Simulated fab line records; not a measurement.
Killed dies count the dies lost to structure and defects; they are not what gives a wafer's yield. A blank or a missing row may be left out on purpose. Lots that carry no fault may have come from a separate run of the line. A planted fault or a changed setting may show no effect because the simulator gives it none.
fab line records -- flow n5-finfet
[record] lots = 9, wafers = 27, last-day = 18
route steps=1938 shown FIN_SAQP@97 BEOL_M4@1111 PASSIVATION@1936
lots that met no fault: taken from a fault-free run of the same line
start-h: hours from the record's opening day to when the first of the lot's shown wafers began -- wait-h: hours from the lot's prior step to this one -- " the same as in the row above -- L1.1+2: one row covering several wafers at once -- - either no value or no given start -- * or withheld: withheld -- < > ~ a bound
route shown NAME@n: a module of which the file shows steps, and the number in the route of the first -- usual: average and standard deviation across the fault-free wafers -- same: alike in all rows -- chamber/n: place in a boat -- sites: each site's reading -- _std_site: how widely they spread, as a standard deviation -- _edge_site: mean of outer sites minus mean of inner sites -- radius-mm: how far each site lies from the wafer's centre -- mask NAME#n: copy n -- behind: tool/chamber where the wafer was last shaped -- hold: what put the lot on hold/how long, in hours/how the hold closed -- device: which transistor (n, p or np) failed to switch -- end of line: the tests these same wafers got at the end of their route -- step lacking rows: just its recipe -- killed: at the first sort, the dies lost to defects and structure; wafer yield is something else -- map: per-die view of a wafer (x killed, . not killed, _ where there is no die)
set.NAME: the setting the step ran with; set.NAME@STEP: the setting that earlier step ran with -- model.NAME: the simulator's own value behind a step, which no gauge read
a sample of lots followed through the steps of the route, with each step as a table and each wafer as a row
services: when a tool's chamber went out of use (start-h, in hours from the record's first day, below 0 if earlier), for how many hours, and the reason
[[steps]]
[step N5_FIN_SAQP_THK_MEAS_05]
[usual] thk-nm = 37.8/0.5
lot.wafer,tool,chamber,start-h,wait-h,thk-nm
L861.3,film-metro-01,-,26.98,0.1,37.3
L861.4,film-metro-01,-,26.98,0.1,38.4
L861.6,film-metro-01,-,26.98,0.1,38.4
L863.1,film-metro-01,-,40.46,0.1,37.4
L863.3,film-metro-01,-,40.46,0.1,37.5
L863.5,film-metro-01,-,40.46,0.1,37.7
L865.3,film-metro-02,-,50.94,0.1,38.5
L865.4,film-metro-02,-,50.94,0.1,38.5
L865.6,film-metro-02,-,50.94,0.1,38.7
L866.1,film-metro-02,-,57.65,0.1,38.0
L866.2,film-metro-02,-,57.65,0.1,37.9
L866.6,film-metro-02,-,57.65,0.1,38.4
L869.2,film-metro-02,-,75.34,0.1,37.7
L869.4,film-metro-02,-,75.34,0.1,38.2
L869.5,film-metro-02,-,75.34,0.1,38.5
L876.1,film-metro-02,-,117.10,0.1,37.6
L876.5,film-metro-02,-,117.10,0.1,38.8
L876.6,film-metro-02,-,117.10,0.1,38.8
L878.2,film-metro-02,-,128.84,0.1,37.2
L878.5,film-metro-02,-,128.84,0.1,37.8
L878.6,film-metro-02,-,128.84,0.1,37.8
L881.1,film-metro-02,-,147.83,0.1,37.7
L881.5,film-metro-02,-,147.83,0.1,38.1
L881.6,film-metro-02,-,147.83,0.1,37.6
L883.1,film-metro-01,-,161.14,0.1,36.8
L883.4,film-metro-01,-,161.14,0.1,37.8
L883.5,film-metro-01,-,161.14,0.1,37.8
[step N5_FIN_SAQP_THK_MEAS_07]
[usual] thk-nm = 60.1/0.98
lot.wafer,tool,chamber,start-h,wait-h,thk-nm
L861.3,film-metro-01,-,27.25,0.1,61.5
L861.4,film-metro-01,-,27.25,0.1,60.3
L861.6,film-metro-01,-,27.25,0.1,61.6
L863.1,film-metro-01,-,40.74,0.1,58.2
L863.3,film-metro-01,-,40.74,0.1,61.2
L863.5,film-metro-01,-,40.74,0.1,58.5
L865.3,film-metro-02,-,51.15,0.1,59.8
L865.4,film-metro-02,-,51.15,0.1,59.4
L865.6,film-metro-02,-,51.15,0.1,59.6
L866.1,film-metro-02,-,57.85,0.1,59.9
L866.2,film-metro-02,-,57.85,0.1,59.1
L866.6,film-metro-02,-,57.85,0.1,60.2
L869.2,film-metro-01,-,75.62,0.1,59.2
L869.4,film-metro-01,-,75.62,0.1,60.7
L869.5,film-metro-01,-,75.62,0.1,60.6
L876.1,film-metro-02,-,117.31,0.1,58.6
L876.5,film-metro-02,-,117.31,0.1,59.9
L876.6,film-metro-02,-,117.31,0.1,59.8
L878.2,film-metro-02,-,129.12,0.1,58.9
L878.5,film-metro-02,-,129.12,0.1,59.9
L878.6,film-metro-02,-,129.12,0.1,59.0
L881.1,film-metro-01,-,148.03,0.1,60.9
L881.5,film-metro-01,-,148.03,0.1,62.4
L881.6,film-metro-01,-,148.03,0.1,61.8
L883.1,film-metro-02,-,161.35,0.1,61.0
L883.4,film-metro-02,-,161.35,0.1,61.9
L883.5,film-metro-02,-,161.35,0.1,61.2
[step N5_FIN_SAQP_ETCH_52]
[recipe] chemistry = N2/H2, target = SOC, target-depth-a = 1000, overetch-a = 200, mask-material = SiARC, temp-c = 40, time-s = 150, ion-energy-ev = 200, pressure-mtorr = 30, source-w = 840, bias-w = 150, n2-flow-sccm = 200, h2-flow-sccm = 200, ends = end-point
[usual] drypump-motor-current-A = 5.7/0.33, oes-product-au = 0.69/0.073, rf-vpp-V = 523.9/2.7, showerhead-plenum-p-Torr = 2.53/0.091, temp-c = 40.00/0.11, throttle-valve-pct = 17.8/0.32
lot.wafer,tool,chamber,start-h,wait-h,drypump-motor-current-A,oes-product-au,rf-hours-counter-h,rf-vpp-V,showerhead-plenum-p-Torr,temp-c,throttle-valve-pct
L861.3,rie-diel-01,2,27.80,0.0,6.2,0.65,214,524.4,2.61,40.00,17.9
L861.4,rie-diel-01,3,27.80,0.0,5.1,0.61,208,520.3,2.41,40.16,17.9
L861.6,rie-diel-01,1,27.80,0.0,5.9,0.77,-,530.4,2.68,40.17,17.5
L863.1,rie-diel-03,2,41.29,0.0,5.7,0.69,127,521.2,2.46,39.75,17.8
L863.3,rie-diel-03,3,41.29,0.0,5.6,0.82,14,526.2,2.60,39.92,17.6
L863.5,rie-diel-03,2,41.29,0.0,5.7,0.70,-,520.2,2.46,40.05,17.8
L865.3,rie-diel-01,0,51.70,0.0,6.2,0.75,73,525.4,2.56,40.11,17.7
L865.4,rie-diel-01,2,51.70,0.0,6.2,0.64,224,524.9,2.60,40.04,18.0
L865.6,rie-diel-01,2,51.70,0.0,6.2,0.63,-,526.7,2.60,39.95,18.0
L866.1,rie-diel-03,0,58.53,0.0,5.6,0.66,150,527.3,2.64,40.04,18.1
L866.2,rie-diel-03,2,58.53,0.0,5.7,0.69,133,522.2,2.45,39.95,17.8
L866.6,rie-diel-03,2,58.53,0.0,5.7,0.70,-,519.5,2.45,39.92,17.8
L869.2,rie-diel-01,0,76.17,0.0,6.2,0.74,82,525.3,2.55,39.98,17.7
L869.4,rie-diel-01,2,76.17,0.0,6.2,0.64,232,526.6,2.60,40.14,18.0
L869.5,rie-diel-01,3,76.17,0.0,5.1,0.61,-,520.0,2.40,40.16,18.0
L876.1,rie-diel-03,0,117.99,0.0,5.5,0.64,169,527.3,2.63,40.05,18.1
L876.5,rie-diel-03,2,117.99,0.0,5.7,0.68,-,520.9,2.45,40.19,17.9
L876.6,rie-diel-03,1,117.99,0.0,5.4,0.65,-,519.6,2.39,40.02,17.8
L878.2,rie-diel-01,0,129.70,0.0,6.2,0.73,98,525.7,2.55,39.97,17.8
L878.5,rie-diel-01,2,129.70,0.0,6.2,0.62,-,524.9,2.59,39.94,18.0
L878.6,rie-diel-01,1,129.70,0.0,5.9,0.73,-,527.5,2.67,39.76,17.6
L881.1,rie-diel-01,3,149.00,0.0,5.2,0.59,251,519.3,2.39,40.03,18.0
L881.5,rie-diel-01,0,149.00,0.0,6.2,0.72,-,524.7,2.54,40.10,17.8
L881.6,rie-diel-01,3,149.00,0.0,5.2,0.59,-,520.1,2.39,39.97,18.0
L883.1,rie-diel-03,2,162.58,0.0,5.7,0.67,161,521.3,2.44,39.86,17.9
L883.4,rie-diel-03,0,162.58,0.0,5.5,0.63,189,526.6,2.62,40.12,18.2
L883.5,rie-diel-03,2,162.58,0.0,5.7,0.67,-,521.5,2.44,39.98,17.9
[step N5_FIN_SAQP_SPACER1_ALD_24]
[recipe] material = SiO2, target-thk-a = 203, temp-c = 300, ald-precursor-family = BDEAS, ald-co-reactant = O2-plasma, pulse-time-s = 1, purge-time-s = 2, co-reactant-purge-time-s = 2, ald-cycles = 218, pressure-torr = 2
[usual] ald-cycles = 218/0, chamber-pressure-Torr = 2.000/0.0042, heater-power-w = 458/28, precursor-pulse-height-rel = 0.999/0.02
lot.wafer,tool,chamber,start-h,wait-h,ald-cycles,chamber-pressure-Torr,heater-power-w,precursor-pulse-height-rel
L861.3,ald-sin-03,3,28.81,0.1,218,2.001,452,1.012
L861.4,ald-sin-03,2,28.81,0.1,218,2.001,504,1.036
L861.6,ald-sin-03,2,28.81,0.1,218,2.001,496,1.003
L863.1,ald-sin-03,1,42.35,0.3,218,2.003,418,0.982
L863.3,ald-sin-03,0,42.35,0.3,218,2.006,402,0.993
L863.5,ald-sin-03,0,42.35,0.3,218,1.999,418,0.984
L865.3,ald-sin-01,1,52.69,0.1,218,2.000,470,0.994
L865.4,ald-sin-01,3,52.69,0.1,218,1.996,440,1.006
L865.6,ald-sin-01,0,52.69,0.1,218,1.997,483,0.988
L866.1,ald-sin-01,0,59.60,0.3,185,2.000,462,0.990
L866.2,ald-sin-01,1,59.60,0.3,218,2.004,470,0.946
L866.6,ald-sin-01,2,59.60,0.3,218,1.991,452,0.988
L869.2,ald-sin-01,1,77.18,0.3,218,1.995,477,0.991
L869.4,ald-sin-01,3,77.18,0.3,218,2.002,449,0.950
L869.5,ald-sin-01,0,77.18,0.3,185,1.999,458,0.993
L876.1,ald-sin-04,3,120.63,0.4,218,2.006,463,0.997
L876.5,ald-sin-04,0,120.63,0.4,218,1.993,492,1.039
L876.6,ald-sin-04,3,120.63,0.4,218,2.007,445,0.978
L878.2,ald-sin-03,0,132.06,0.3,218,1.991,412,1.015
L878.5,ald-sin-03,3,132.06,0.3,218,2.007,457,0.998
L878.6,ald-sin-03,0,132.06,0.3,218,1.992,419,0.999
L881.1,ald-sin-01,2,150.38,0.3,218,2.003,456,0.982
L881.5,ald-sin-01,2,150.38,0.3,218,2.000,473,0.989
L881.6,ald-sin-01,0,150.38,0.3,218,2.005,447,0.995
L883.1,ald-sin-01,3,163.91,0.5,218,2.005,482,1.010
L883.4,ald-sin-01,0,163.91,0.5,218,1.995,432,1.010
L883.5,ald-sin-01,2,163.91,0.5,218,2.001,451,1.020
[step N5_FIN_SAQP_CD_MEAS_27]
[recipe] target-cd-nm = 20, landing-energy-ev = 1000, detector = se-inlens, polarity = line
[usual] cd-nm = 20.35/0.24
lot.wafer,tool,chamber,start-h,wait-h,cd-nm
L861.3,cd-sem-03,0,29.82,0.1,20.39
L861.4,cd-sem-03,0,29.82,0.1,20.52
L861.6,cd-sem-03,0,29.82,0.1,19.80
L863.1,cd-sem-02,0,43.26,0.1,20.16
L863.3,cd-sem-02,0,43.26,0.1,19.84
L863.5,cd-sem-02,0,43.26,0.1,19.97
L865.3,cd-sem-02,0,53.61,0.1,20.44
L865.4,cd-sem-02,0,53.61,0.1,20.49
L865.6,cd-sem-02,0,53.61,0.1,20.40
L866.1,cd-sem-01,0,60.52,0.1,17.14
L866.2,cd-sem-01,0,60.52,0.1,20.48
L866.6,cd-sem-01,0,60.52,0.1,20.46
L869.2,cd-sem-01,0,78.14,0.1,19.93
L869.4,cd-sem-01,0,78.14,0.1,20.25
L869.5,cd-sem-01,0,78.14,0.1,17.37
L876.1,cd-sem-01,0,121.55,0.1,20.75
L876.5,cd-sem-01,0,121.55,0.1,20.52
L876.6,cd-sem-01,0,121.55,0.1,20.44
L878.2,cd-sem-01,0,133.00,0.1,20.43
L878.5,cd-sem-01,0,133.00,0.1,20.09
L878.6,cd-sem-01,0,133.00,0.1,20.04
L881.1,cd-sem-01,0,151.40,0.1,20.03
L881.5,cd-sem-01,0,151.40,0.1,20.21
L881.6,cd-sem-01,0,151.40,0.1,20.49
L883.1,cd-sem-01,0,164.83,0.1,20.33
L883.4,cd-sem-01,0,164.83,0.1,20.51
L883.5,cd-sem-01,0,164.83,0.1,20.46
[step N5_BEOL_M4_RC_MEAS_101]
[usual] DIBL_N = 35.4/2.1, DIBL_P = 34.8/2.6, IOFF_N = 0.15/0.037, IOFF_P = 0.19/0.037, ION_N = 677/16, ION_P = 462/9.3, SS_N = 71.4/0.75, SS_P = 72.9/0.77, VT_N = 250/3.7, VT_P = -251/3.5
lot.wafer,tool,chamber,start-h,wait-h,DIBL_N[mV/V],DIBL_P[mV/V],IOFF_N[nA/um],IOFF_P[nA/um],ION_N[uA/um],ION_P[uA/um],SS_N[mV/dec],SS_P[mV/dec],VT_N[mV],VT_P[mV]
L861.3,prober-02,0,183.90,0.3,34.8,32.0,0.13,0.19,679,472,70.9,72.6,250,-248
L861.4,prober-02,0,183.90,0.3,35.0,32.7,0.14,0.20,682,478,71.0,72.5,249,-250
L861.6,prober-02,0,183.90,0.3,33.1,30.1,0.11,0.17,672,470,70.0,72.6,253,-251
L863.1,prober-02,0,198.45,0.2,34.7,35.4,0.15,0.18,697,463,70.7,72.6,249,-256
L863.3,prober-02,0,198.45,0.2,31.1,31.0,0.09,0.13,665,461,70.3,71.1,256,-256
L863.5,prober-02,0,198.45,0.2,35.3,35.7,0.14,0.19,679,464,71.1,72.5,249,-252
L866.1,prober-01,0,202.96,0.5,34.8,33.8,0.13,0.16,664,456,71.1,73.1,251,-257
L866.2,prober-01,0,202.96,0.5,37.2,36.0,0.16,0.18,678,457,71.7,73.2,248,-253
L866.6,prober-01,0,202.96,0.5,34.0,32.3,0.12,0.13,660,448,70.9,71.5,255,-257
L865.3,prober-02,0,204.45,0.3,35.6,35.9,0.15,0.20,677,461,71.1,73.5,253,-249
L865.4,prober-02,0,204.45,0.3,33.2,32.4,0.11,0.14,669,459,70.3,71.7,255,-254
L865.6,prober-02,0,204.45,0.3,32.8,32.0,0.11,0.15,647,454,71.4,72.9,253,-253
L869.2,prober-01,0,230.56,0.2,34.5,34.6,0.13,0.17,684,464,71.4,72.2,252,-252
L869.4,prober-01,0,230.56,0.2,36.8,37.8,0.15,0.20,669,453,71.6,73.7,251,-255
L869.5,prober-01,0,230.56,0.2,36.8,36.9,0.16,0.19,668,457,71.8,73.4,249,-253
L876.1,prober-01,0,278.83,0.0,37.6,37.1,0.17,0.22,678,467,71.9,73.8,248,-246
L876.5,prober-01,0,278.83,0.0,35.6,36.4,0.13,0.20,662,464,71.2,72.4,254,-250
L876.6,prober-01,0,278.83,0.0,38.4,37.6,0.22,0.24,669,460,72.4,73.7,249,-248
L878.2,prober-01,0,283.74,0.2,33.2,32.4,0.11,0.15,670,451,70.2,72.3,255,-254
L878.5,prober-01,0,283.74,0.2,36.7,37.0,0.16,0.20,692,469,71.6,73.0,251,-251
L878.6,prober-01,0,283.74,0.2,34.9,35.9,0.14,0.20,669,463,70.1,73.3,251,-251
L881.1,prober-01,0,303.81,0.3,40.6,40.7,0.28,0.31,709,480,73.2,74.6,241,-246
L881.5,prober-01,0,303.81,0.3,38.2,37.9,0.23,0.25,708,479,72.2,73.6,244,-245
L881.6,prober-01,0,303.81,0.3,36.6,36.7,0.18,0.22,702,478,72.0,73.9,246,-247
L883.1,prober-02,0,326.03,0.0,38.0,40.0,0.22,0.26,710,477,72.6,73.7,242,-247
L883.4,prober-02,0,326.03,0.0,36.1,37.1,0.18,0.23,701,476,71.7,73.3,247,-250
L883.5,prober-02,0,326.03,0.0,36.0,36.9,0.17,0.21,689,467,71.4,73.6,246,-250
[step N5_PASSIVATION_PROBE_49]
[usual] defect-limited-yield = 90.5/1.7, killed_at_M0_to_M3 = 37/12, killed_at_M4_up = 14/5.2, killed-at-contacts = 12/5.9, killed-at-front-end = 45/14, killed-at-other = 3.5/2.8, killed-dies = 112/21, killed-on-rim = 15/4.5, killed-open = 73/15, killed-short = 36/8.9, sort_bin_4_leakage = 0.00/0.007, sort_bin_5_function = 5.6/1.2, sort_bin_6_memory = 3.5/0.68, sort-n-pass = 1068/21, sort-yield-pct = 90.5/1.8
[same] gross-dies = 1180, killed-at-back-side = 0, sort_bin_8_speed[%] = 0
lot.wafer,tool,chamber,start-h,wait-h,defect-limited-yield[%],killed_at_M0_to_M3,killed_at_M4_up,killed-at-contacts,killed-at-front-end,killed-at-other,killed-dies,killed-on-rim,killed-open,killed-short,sort_bin_4_leakage[%],sort_bin_5_function[%],sort_bin_6_memory[%],sort-n-pass,sort-yield-pct[%]
L866.1,prober-02,-,324.27,0.0,79.5,40,19,15,162,6,242,88,64,31,0,16.9,3.5,938,79.5
L866.2,prober-02,-,324.32,0.1,92.5,33,15,11,29,0,88,14,58,29,0,4.0,3.1,1092,92.5
L866.6,prober-02,-,324.52,0.3,91.0,48,19,14,22,3,106,17,70,35,0,5.3,3.2,1074,91.0
L869.2,prober-01,-,342.66,0.1,91.9,25,12,11,42,5,95,18,53,32,0,4.2,2.8,1085,91.9
L869.4,prober-01,-,342.76,0.2,93.0,23,10,3,46,1,83,8,55,26,0,4.4,2.5,1097,93.0
L869.5,prober-01,-,342.81,0.2,81.4,27,9,7,176,1,220,91,50,30,0,15.8,2.5,960,81.4
L876.1,prober-01,-,379.91,0.6,90.7,46,11,8,39,6,110,11,77,30,0,5.5,3.3,1070,90.7
L876.5,prober-01,-,380.11,0.8,92.9,28,7,16,28,5,84,22,56,23,0,4.7,2.0,1096,92.9
L876.6,prober-01,-,380.16,0.8,90.7,42,9,7,44,8,110,15,75,32,0,5.0,4.1,1070,90.7
L878.2,prober-01,-,391.50,0.1,85.4,60,12,18,77,5,172,22,114,54,0,10.0,4.2,1008,85.4
L878.5,prober-01,-,391.65,0.2,87.5,52,9,18,65,4,148,28,97,49,0,7.8,4.2,1032,87.5
L878.6,prober-01,-,391.70,0.3,89.6,38,12,12,57,4,123,15,78,39,0,6.2,3.9,1057,89.6
// killed by level:class
L866.1 FIN_SAQP:area-ald=146 MOL_CONTACT_COAG:geometric-particle:open=11 BEOL_M0_SAQP:geometric-particle:open=10 BEOL_M3:geometric-particle:open=9 BEOL_M4:geometric-particle:open=9 BEOL_M0_SAQP:geometric-particle:short=8 STI_FIN_REVEAL:geometric-particle:open=4 DUMMY_GATE:geometric-particle:open=4
L866.2 BEOL_M0_SAQP:geometric-particle:open=13 MOL_CONTACT_COAG:geometric-particle:open=9 BEOL_M0_SAQP:geometric-particle:short=7 ILD0:geometric-particle:open=6 GATE_CUT:geometric-particle:short=6 FIN_SAQP:geometric-particle:short=5 BEOL_M4:geometric-particle:open=5 BEOL_M1:geometric-particle:open=4
L866.6 BEOL_M0_SAQP:geometric-particle:open=16 BEOL_M0_SAQP:geometric-particle:short=13 MOL_CONTACT_COAG:geometric-particle:open=12 BEOL_M4:geometric-particle:open=8 BEOL_M1:geometric-particle:open=7 BEOL_M3:geometric-particle:open=5 DUMMY_GATE:geometric-particle:short=4 ILD0:geometric-particle:open=4
L869.2 MOL_CONTACT_COAG:geometric-particle:open=10 HKMG_FIN:area-etch=9 FIN_SAQP:geometric-particle:short=6 GATE_CUT:geometric-particle:short=6 FIN_SAQP:geometric-particle:open=5 BEOL_M0_SAQP:geometric-particle:open=5 BEOL_M4:geometric-particle:open=5 BEOL_M1:geometric-particle:open=5
L869.4 FIN_SAQP:geometric-particle:open=16 FIN_SAQP:geometric-particle:short=8 STI_FIN_REVEAL:geometric-particle:open=5 GATE_CUT:geometric-particle:short=5 BEOL_M0_SAQP:geometric-particle:open=5 BEOL_M4:geometric-particle:open=5 BEOL_M2:geometric-particle:open=4 DUMMY_GATE:geometric-particle:open=3
L869.5 FIN_SAQP:area-ald=138 STI_FIN_REVEAL:geometric-particle:open=7 GATE_CUT:geometric-particle:short=6 BEOL_M2:geometric-particle:open=6 BEOL_M3:geometric-particle:open=6 FIN_SAQP:geometric-particle:short=5 MOL_CONTACT_COAG:geometric-particle:short=5 BEOL_M0:geometric-particle:open=5
L876.1 STI_FIN_REVEAL:geometric-particle:open=12 BEOL_M1:geometric-particle:open=10 FIN_SAQP:geometric-particle:open=8 BEOL_M0_SAQP:geometric-particle:short=7 BEOL_M0_SAQP:geometric-particle:open=7 BEOL_M2:geometric-particle:open=7 MOL_CONTACT_COAG:geometric-particle:open=6 BEOL_M3:geometric-particle:open=6
L876.5 MOL_CONTACT_COAG:geometric-particle:open=10 BEOL_M3:geometric-particle:open=10 STI_FIN_REVEAL:geometric-particle:open=7 STARTING-WAFER:geometric-particle:short=6 BEOL_M2:geometric-particle:open=5 MOL_CONTACT_COAG:geometric-particle:short=4 BEOL_M1:geometric-particle:open=4 FIN_SAQP:geometric-particle:open=3
L876.6 FIN_SAQP:geometric-particle:open=9 BEOL_M0_SAQP:geometric-particle:open=9 BEOL_M0_SAQP:geometric-particle:short=7 FIN_SAQP:geometric-particle:short=6 STI_FIN_REVEAL:geometric-particle:open=6 MOL_CONTACT_COAG:geometric-particle:open=6 BEOL_M1:geometric-particle:open=6 BEOL_M2:geometric-particle:open=6
L878.2 STI_FIN_REVEAL:geometric-particle:open=40 BEOL_M3:geometric-particle:open=15 BEOL_M0_SAQP:geometric-particle:short=14 MOL_CONTACT_COAG:geometric-particle:open=13 BEOL_M0_SAQP:geometric-particle:open=11 FIN_SAQP:geometric-particle:short=9 STI_FIN_REVEAL:geometric-particle:short=6 GATE_CUT:geometric-particle:short=6
L878.5 STI_FIN_REVEAL:geometric-particle:open=28 BEOL_M0_SAQP:geometric-particle:short=17 MOL_CONTACT_COAG:geometric-particle:open=15 BEOL_M0_SAQP:geometric-particle:open=13 FIN_SAQP:geometric-particle:open=7 BEOL_M1:geometric-particle:open=7 FIN_SAQP:geometric-particle:short=6 STI_FIN_REVEAL:geometric-particle:short=6
L878.6 STI_FIN_REVEAL:geometric-particle:open=17 FIN_SAQP:geometric-particle:short=13 FIN_SAQP:geometric-particle:open=10 MOL_CONTACT_COAG:geometric-particle:open=9 BEOL_M0_SAQP:geometric-particle:short=9 BEOL_M0_SAQP:geometric-particle:open=9 BEOL_M2:geometric-particle:open=7 BEOL_M3:geometric-particle:open=7
[[services]]
tool,chamber,start-h,hours,kind
ald-sin-01,1,7.90,5.7,repair
rie-diel-03,2,17.48,1.4,repair
rie-diel-03,-,33.78,0.2,repair
ald-sin-01,-,47.66,0.5,repair
rie-diel-03,1,52.70,4.1,repair
ald-sin-04,1,59.41,3.4,repair
rie-diel-03,2,60.98,1.8,repair
ald-sin-01,-,85.30,14.0,pm
ald-sin-01,0,85.30,14.0,vent-cycle
ald-sin-01,1,85.30,14.0,vent-cycle
ald-sin-01,2,85.30,14.0,vent-cycle
ald-sin-01,3,85.30,14.0,vent-cycle
rie-diel-01,-,87.14,1.0,repair
ald-sin-03,1,94.06,38.2,repair
ald-sin-01,0,99.30,-,clean
ald-sin-01,1,99.30,-,clean
ald-sin-01,2,99.30,-,clean
ald-sin-01,3,99.30,-,clean
ald-sin-01,1,103.98,88.0,repair
rie-diel-01,2,134.57,-,clean
rie-diel-01,2,134.57,-,consumable-replace:esc
rie-diel-01,-,141.22,1.0,repair
rie-diel-03,3,149.91,2.5,repair
ald-sin-03,2,160.21,7.0,repair
[[key]]
[first-sign] step = N5_FIN_SAQP_SPACER1_ALD_24, reading = ald-cycles, direction = down, sigmas = 99+, usual = *, struck = *
[effect] step = N5_FIN_SAQP_CD_MEAS_27, reading = cd-nm, direction = down, sigmas = 13, usual = 20.35, struck = 17.25
[effect] step = N5_PASSIVATION_PROBE_49, reading = sort_bin_5_function, direction = up, sigmas = 8.9, usual = 5.6, struck = 16.4
[more-kills-born-at] N5_FIN_SAQP_SPACER1_ALD_24@ald-sin-01 = 284
met-at N5_FIN_SAQP_SPACER1_ALD_24
struck-lots L866,L869
struck-wafers L866.1,L869.5
not-acting-at N5_FIN_SAQP_THK_MEAS_05,N5_FIN_SAQP_THK_MEAS_07,N5_FIN_SAQP_ETCH_52
onset-between 52.69 59.60
[fault] kind = process-parameter-drift, tool = ald-sin-01, chamber = -, onset-h = 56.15, steps = N5_FIN_SAQP_SPACER1_ALD_24, channel = ald-cycles, offset = *, shape = step, end-h = 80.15, scope = struck-wafers-only, acts-in = *, stated = *
